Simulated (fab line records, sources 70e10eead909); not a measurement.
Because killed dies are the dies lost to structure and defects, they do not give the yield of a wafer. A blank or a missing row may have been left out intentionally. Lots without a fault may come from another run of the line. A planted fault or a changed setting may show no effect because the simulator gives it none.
fab line records ; flow nand-harc
record lots=15; wafers=45; last-day=24
route steps=1159 shown A_STAIRCASE@625
lots untouched by any fault: they come from a run of this same line in which no faults occurred
start-h: hours from the record's opening day to when the first of the lot's shown wafers began ; wait-h: hours since the lot's step before ; " repeats the value in the row above ; L1.1+2: a row that stands for several wafers ; - value missing, or start not given ; * or withheld: withheld ; < > ~ a bound
route shown NAME@n: names a module that has steps shown in the file, with the first one's number in the route ; usual: mean/standard deviation taken from wafers without a fault ; same: alike in all rows ; chamber/n: place in a boat ; sites: per-site readings ; _std_site: how widely they spread, as a standard deviation ; _edge_site: outer sites' mean less inner sites' ; radius-mm: how far each site lies from the wafer's centre ; mask NAME#n: copy n ; behind: the tool/chamber that last shaped the wafer ; hold: why the lot went on hold/how many hours it stayed there/how the hold came to an end ; device: whichever transistor did not switch (one of n, p or np) ; end of line: tests of these same wafers at the route's end ; a step given without rows: its recipe and nothing more ; killed: dies that structure and defects cost at the first sort, which is not the same as the wafer's yield ; map: a wafer's dies, x killed, . not, _ none there
set.NAME: the setting the step ran with; set.NAME@STEP: the setting that earlier step ran with ; model.NAME: the simulator's own value behind a step, which no gauge read
a sample of lots followed through the steps of the route, with each step as a table and each wafer as a row
services: when a tool's chamber went out of use (start-h, in hours from the record's first day, below 0 if earlier), for how many hours, and the reason
## steps
# step NHARC_A_STAIRCASE_TRIM_231
# recipe time-s=211.2; o2-flow-sccm=500; ar-flow-sccm=0; bias-w=0; chemistry=O2
# usual drypump-motor-current-A=5.68/0.27; o2-flow-sccm=500.0/1.4; oes-product-au=1.000/0.01; rf-vpp-V=57.5/0.9; showerhead-plenum-p-Torr=3.46/0.14; throttle-valve-pct=17.036/0.0094
lot.wafer;tool;chamber;start-h;wait-h;drypump-motor-current-A;o2-flow-sccm;oes-product-au;rf-hours-counter-h;rf-vpp-V;showerhead-plenum-p-Torr;throttle-valve-pct
L700.2;rie-diel-11;0;-;-;6.12;500.7;1.001;19;57.4;3.38;17.030
L700.4;rie-diel-11;3;-;-;5.38;499.8;0.993;20;58.9;3.67;17.039
L700.6;rie-diel-11;1;-;-;5.63;498.1;0.990;-;57.4;3.33;17.028
L703.1;rie-diel-05;3;-;-;5.53;497.4;0.988;39;58.1;3.66;17.034
L703.2;rie-diel-05;1;-;-;5.71;498.5;0.995;36;59.1;3.61;17.018
L703.6;rie-diel-05;0;-;-;5.62;499.9;0.987;-;55.8;3.39;17.050
L702.4;rie-diel-11;2;-;-;5.96;500.1;0.994;27;57.2;3.37;17.037
L702.1;rie-diel-11;1;-;-;5.64;497.3;0.987;25;56.4;3.33;17.025
L702.6;rie-diel-11;3;-;-;5.40;496.8;1.004;-;58.1;3.67;17.039
L704.4;rie-diel-02;3;-;-;5.67;499.8;1.006;51;57.4;3.56;17.034
L704.3;rie-diel-02;1;-;-;6.02;504.2;1.007;50;57.5;3.49;17.054
L704.2;rie-diel-02;2;-;-;5.83;498.7;1.009;48;57.3;3.32;17.031
L705.4;rie-diel-02;3;-;-;5.67;501.2;1.007;51;57.4;3.56;17.033
L705.3;rie-diel-02;0;-;-;5.11;499.6;1.003;54;56.9;3.28;17.029
L705.6;rie-diel-02;2;-;-;5.89;500.6;1.013;-;56.3;3.32;17.049
L706.1;rie-diel-02;3;-;-;5.66;499.8;1.017;53;59.1;3.56;17.045
L706.6;rie-diel-02;0;-;-;5.10;498.7;1.013;-;55.4;3.28;17.032
L706.5;rie-diel-02;1;-;-;6.03;499.0;1.007;-;56.9;3.48;17.028
L708.2;rie-diel-05;0;-;-;5.61;499.6;0.978;44;56.9;3.38;17.038
L708.6;rie-diel-05;0;-;-;5.62;499.3;0.988;-;58.1;3.38;17.037
L708.4;rie-diel-05;2;-;-;5.51;498.8;0.993;-;59.4;3.57;17.039
L710.3;rie-diel-05;3;-;-;5.55;500.0;0.999;53;58.3;3.65;17.036
L710.5;rie-diel-05;2;-;-;5.51;500.0;0.988;-;57.1;3.57;17.030
L710.4;rie-diel-05;0;-;-;5.62;501.9;0.992;-;57.6;3.38;17.029
L709.1;rie-diel-05;2;-;-;5.48;502.4;0.990;63;57.7;3.57;17.021
L709.3;rie-diel-05;0;-;-;5.58;497.2;0.992;55;58.3;3.38;17.037
L709.2;rie-diel-05;1;-;-;5.71;501.1;1.006;52;56.8;3.60;17.037
L712.4;rie-diel-05;2;-;-;5.51;499.8;1.001;64;58.1;3.57;17.040
L712.3;rie-diel-05;0;-;-;5.62;501.6;0.983;56;55.7;3.38;17.042
L712.6;rie-diel-05;3;-;-;5.56;500.5;0.993;-;58.0;3.65;17.038
L711.1;rie-diel-11;1;-;-;5.63;501.0;0.996;48;57.6;3.32;17.017
L711.4;rie-diel-11;0;-;-;6.11;499.9;1.019;-;57.0;3.36;17.037
L711.6;rie-diel-11;1;-;-;5.63;499.1;1.001;-;57.6;3.32;17.037
L715.4;rie-diel-11;0;-;-;6.11;500.8;0.998;51;57.1;3.36;17.045
L715.1;rie-diel-11;1;-;-;5.62;501.4;0.991;54;57.7;3.31;17.048
L715.5;rie-diel-11;0;-;-;6.12;501.1;1.009;-;58.2;3.36;17.046
L718.2;rie-diel-05;1;-;-;5.72;501.5;0.987;4;58.6;3.59;17.037
L718.5;rie-diel-05;2;-;-;5.51;498.6;0.995;-;58.4;3.56;17.035
L718.6;rie-diel-05;3;-;-;5.54;499.5;1.011;-;57.7;3.64;17.029
L719.1;rie-diel-11;1;-;-;5.60;498.8;0.994;1;57.2;3.31;17.031
L719.3;rie-diel-11;0;-;-;6.12;500.9;1.004;1;57.7;3.36;17.026
L719.5;rie-diel-11;1;-;-;5.61;500.5;1.009;-;58.6;3.31;17.020
L720.1;rie-diel-11;1;-;-;5.63;501.5;1.002;6;57.0;3.31;17.037
L720.6;rie-diel-11;0;-;-;6.11;499.8;1.008;-;56.6;3.35;17.030
L720.5;rie-diel-11;1;-;-;5.62;498.9;1.002;-;57.8;3.31;17.033
# step NHARC_A_STAIRCASE_DEVELOP_288
# recipe time-s=140
# usual chill-plate-temp-C=22.99/0.096; exhaust-pa=45.0/0.83
lot.wafer;tool;chamber;start-h;wait-h;chill-plate-temp-C;exhaust-pa
L700.2;litho-track-03;0;275;-;23.03;44.4
L700.4;litho-track-03;0;275;-;22.99;44.6
L700.6;litho-track-03;0;275;-;22.91;45.5
L703.1;litho-track-02;0;280;-;22.91;45.0
L703.2;litho-track-02;0;280;-;22.89;46.2
L703.6;litho-track-02;0;280;-;22.93;45.1
L702.1;litho-track-02;0;281;-;23.09;47.3
L702.4;litho-track-02;0;281;-;23.05;45.9
L702.6;litho-track-02;0;281;-;22.94;45.3
L704.2;litho-track-02;0;301;-;23.05;45.9
L704.3;litho-track-02;0;301;-;22.99;45.9
L704.4;litho-track-02;0;301;-;23.05;45.4
L705.3;litho-track-05;0;303;-;22.81;44.3
L705.4;litho-track-05;0;303;-;22.78;43.9
L705.6;litho-track-05;0;303;-;22.87;44.8
L706.1;litho-track-02;0;308;-;22.96;43.7
L706.5;litho-track-02;0;308;-;23.02;44.3
L706.6;litho-track-02;0;308;-;23.09;44.3
L708.2;litho-track-05;0;314;-;23.10;46.2
L708.4;litho-track-05;0;314;-;23.07;45.2
L708.6;litho-track-05;0;314;-;22.99;45.2
L710.3;litho-track-03;-;323;-;-;-
L710.4;litho-track-03;-;323;-;-;-
L710.5;litho-track-03;-;323;-;-;-
L709.1;litho-track-05;-;339;-;-;-
L709.2;litho-track-05;-;339;-;-;-
L709.3;litho-track-05;-;339;-;-;-
L712.3;litho-track-05;-;342;-;-;-
L712.4;litho-track-05;-;342;-;-;-
L712.6;litho-track-05;-;342;-;-;-
L711.1;litho-track-05;0;343;-;22.95;44.8
L711.4;litho-track-05;0;343;-;22.92;44.2
L711.6;litho-track-05;0;343;-;22.90;45.6
L715.1;litho-track-05;0;356;-;23.05;46.1
L715.4;litho-track-05;0;356;-;23.04;44.8
L715.5;litho-track-05;0;356;-;22.89;45.6
L718.2;litho-track-03;0;370;-;23.11;43.5
L718.5;litho-track-03;0;370;-;23.18;44.8
L718.6;litho-track-03;0;370;-;23.07;45.3
L719.1;litho-track-03;0;384;-;23.04;45.6
L719.3;litho-track-03;0;384;-;22.95;44.7
L719.5;litho-track-03;0;384;-;23.04;44.8
L720.1;litho-track-02;0;399;-;22.96;45.5
L720.5;litho-track-02;0;399;-;23.00;44.3
L720.6;litho-track-02;0;399;-;23.09;44.6
# step NHARC_A_STAIRCASE_HM_DEP_462
# recipe target-thk-a=8000; temp-c=400; material=aC
# usual throttle-valve-pct=34.999/0.0097
lot.wafer;tool;chamber;start-h;wait-h;throttle-valve-pct
L700.2;acl-dep-03;0;279.56;1.6;34.982
L700.4;acl-dep-03;0;279.56;1.6;34.999
L700.6;acl-dep-03;0;279.56;1.6;34.978
L703.1;acl-dep-02;0;284.34;1.6;35.013
L703.2;acl-dep-02;0;284.34;1.6;35.003
L703.6;acl-dep-02;0;285.88;3.1;35.007
L702.1;acl-dep-03;0;284.53;0.3;34.985
L702.4;acl-dep-03;0;284.53;0.3;34.997
L702.6;acl-dep-03;0;284.53;0.3;34.986
L704.2;acl-dep-01;0;306.56;2.3;35.000
L704.3;acl-dep-01;0;306.56;2.3;34.992
L704.4;acl-dep-01;0;306.56;2.3;35.004
L705.3;acl-dep-01;0;308.69;2.6;34.996
L705.4;acl-dep-01;0;308.69;2.6;34.973
L705.6;acl-dep-01;0;308.69;2.6;34.995
L706.1;acl-dep-03;0;312.09;0.1;34.985
L706.5;acl-dep-03;0;313.29;1.3;35.025
L706.6;acl-dep-03;0;313.29;1.3;35.006
L708.2;acl-dep-02;0;317.63;0.4;34.993
L708.4;acl-dep-02;0;317.63;0.4;35.000
L708.6;acl-dep-02;0;317.63;0.4;35.005
L710.3;acl-dep-01;0;326.47;0.7;34.988
L710.4;acl-dep-01;0;326.47;0.7;34.985
L710.5;acl-dep-01;0;326.47;0.7;34.993
L709.1;acl-dep-01;0;342.76;0.3;35.004
L709.2;acl-dep-01;0;342.76;0.3;34.998
L709.3;acl-dep-01;0;342.76;0.3;34.999
L712.3;acl-dep-01;0;346.82;1.2;35.002
L712.4;acl-dep-01;0;346.82;1.2;34.998
L712.6;acl-dep-01;0;346.82;1.2;35.005
L711.1;acl-dep-02;0;346.86;0.1;35.002
L711.4;acl-dep-02;0;346.86;0.1;35.003
L711.6;acl-dep-02;0;346.86;0.1;35.012
L715.1;acl-dep-01;0;360.53;1.6;35.014
L715.4;acl-dep-01;0;360.53;1.6;35.005
L715.5;acl-dep-01;0;360.53;1.6;34.999
L718.2;acl-dep-03;0;373.86;0.4;35.009
L718.5;acl-dep-03;0;373.86;0.4;34.994
L718.6;acl-dep-03;0;373.86;0.4;35.025
L719.1;acl-dep-03;0;387.57;0.6;34.980
L719.3;acl-dep-03;0;387.57;0.6;34.992
L719.5;acl-dep-03;0;387.57;0.6;34.986
L720.1;acl-dep-03;0;403.79;0.1;34.991
L720.5;acl-dep-03;0;405.03;1.3;34.994
L720.6;acl-dep-03;0;405.03;1.3;35.000
# step NHARC_A_STAIRCASE_DEP_301
# recipe target-thk-a=300; target-thk-nm=30; temp-c=400; pressure-torr=3.5; flow-sccm=200; rf-w=350; material=SiON
# usual heater-power-w=789/66
lot.wafer;tool;chamber;start-h;wait-h;heater-power-w;since-wet-clean-h
L700.2;pecvd-04;1;281.16;1.3;841;73
L700.4;pecvd-04;1;281.16;1.3;851;-
L700.6;pecvd-04;2;281.16;1.3;886;-
L703.1;pecvd-02;1;286.21;1.6;822;120
L703.2;pecvd-02;0;286.21;1.6;655;120
L703.6;pecvd-02;0;286.21;1.6;652;-
L702.1;pecvd-01;1;286.39;1.6;785;36
L702.6;pecvd-01;1;286.39;1.6;779;-
L702.4;pecvd-01;0;286.39;1.6;811;-
L704.3;pecvd-02;2;308.10;0.9;738;142
L704.2;pecvd-02;1;308.10;0.9;837;142
L704.4;pecvd-02;0;308.10;0.9;693;-
L705.3;pecvd-02;2;310.00;1.0;765;143
L705.6;pecvd-02;1;310.00;1.0;818;-
L705.4;pecvd-02;2;310.00;1.0;776;-
L706.1;pecvd-04;2;314.45;2.1;904;106
L706.6;pecvd-04;1;314.45;2.1;889;-
L706.5;pecvd-04;2;314.45;2.1;882;-
L708.2;pecvd-02;0;319.25;1.3;684;153
L708.6;pecvd-02;2;319.25;1.3;714;-
L708.4;pecvd-02;0;319.25;1.3;695;-
L710.3;pecvd-02;0;327.79;1.0;743;161
L710.5;pecvd-02;0;327.79;1.0;772;-
L710.4;pecvd-02;1;327.79;1.0;745;-
L709.1;pecvd-04;0;344.61;1.5;794;137
L709.2;pecvd-04;1;344.61;1.5;893;137
L709.3;pecvd-04;2;344.61;1.5;771;137
L712.3;pecvd-01;0;348.10;1.0;756;98
L712.6;pecvd-01;0;348.10;1.0;764;-
L712.4;pecvd-01;1;348.10;1.0;813;-
L711.1;pecvd-04;0;348.80;1.6;783;141
L711.4;pecvd-04;2;348.80;1.6;892;-
L711.6;pecvd-04;0;348.80;1.6;806;-
L715.1;pecvd-02;1;362.48;1.6;713;15
L715.5;pecvd-02;0;362.48;1.6;736;-
L715.4;pecvd-02;1;362.48;1.6;717;-
L718.2;pecvd-01;0;375.49;1.3;695;125
L718.6;pecvd-01;1;375.49;1.3;792;-
L718.5;pecvd-01;0;375.49;1.3;703;-
L719.1;pecvd-01;1;389.42;1.5;672;139
L719.3;pecvd-01;0;389.42;1.5;775;139
L719.5;pecvd-01;0;389.42;1.5;746;-
L720.1;pecvd-01;0;405.67;1.6;703;156
L720.5;pecvd-01;1;405.67;1.6;806;-
L720.6;pecvd-01;2;405.67;1.6;787;-
## services
tool;chamber;start-h;hours;kind
rie-diel-05;0;246.51;-;clean
rie-diel-02;2;274.32;1.4;repair
rie-diel-11;3;278.25;3.4;repair
pecvd-04;2;284.33;4.0;repair
pecvd-04;0;291.34;4.0;repair
acl-dep-01;-;293.25;13.0;pm
rie-diel-05;0;294.72;5.7;repair
rie-diel-02;0;303.23;3.9;repair
rie-diel-05;1;305.50;14.4;repair
pecvd-04;-;311.58;1.2;repair
rie-diel-11;3;319.62;27.1;repair
rie-diel-11;2;319.79;1.4;repair
rie-diel-02;-;327.82;9.0;pm
pecvd-02;-;334.56;13.0;pm
litho-track-02;-;340.02;7.0;pm
rie-diel-05;-;340.70;9.0;pm
acl-dep-02;-;348.72;13.0;pm
rie-diel-05;-;352.65;0.9;repair
rie-diel-11;-;367.18;9.0;pm
pecvd-04;-;376.04;13.0;pm
pecvd-02;-;380.20;1.2;repair
rie-diel-05;3;381.74;12.5;repair
litho-track-03;-;388.00;7.0;pm
rie-diel-02;2;393.04;4.7;repair
## key
first-sign step=NHARC_A_STAIRCASE_DEVELOP_288; reading=tool-record; direction=missing
effect none on later readings
met-at NHARC_A_STAIRCASE_DEVELOP_288
struck-lots L709,L710,L712
later-rows-left-out L709.1,L709.2,L709.3,L710.3,L710.4,L710.5,L712.3,L712.4,L712.6
sort-left-out L709.1,L709.2,L709.3,L710.3,L710.4,L710.5,L712.3,L712.4,L712.6
tester-left-out L709,L710,L712
not-acting-at NHARC_A_STAIRCASE_TRIM_231,NHARC_A_STAIRCASE_HM_DEP_462,NHARC_A_STAIRCASE_DEP_301
onset-between 314 323
fault kind=skipped-step-whole; tool=litho-track-03,litho-track-05; chamber=-; onset-h=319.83; steps=NHARC_A_STAIRCASE_DEVELOP_288; scope=struck-lots-only
# tester-left-out: of these lots the tester's yield and bins aren't shown, on N5 and GAA mostly nor the transistor test; their killed dies are dies lost to structure and defects alone, not to doping, threshold or leakage, so they don't give the yield
# sort-left-out: the simulated sort isn't trusted on such a fault, so these wafers' sort isn't shown, and their yield isn't known
# later-rows-left-out: the simulator's readings of these wafers behind a module that went badly wrong aren't trusted and aren't shown, but for the sort
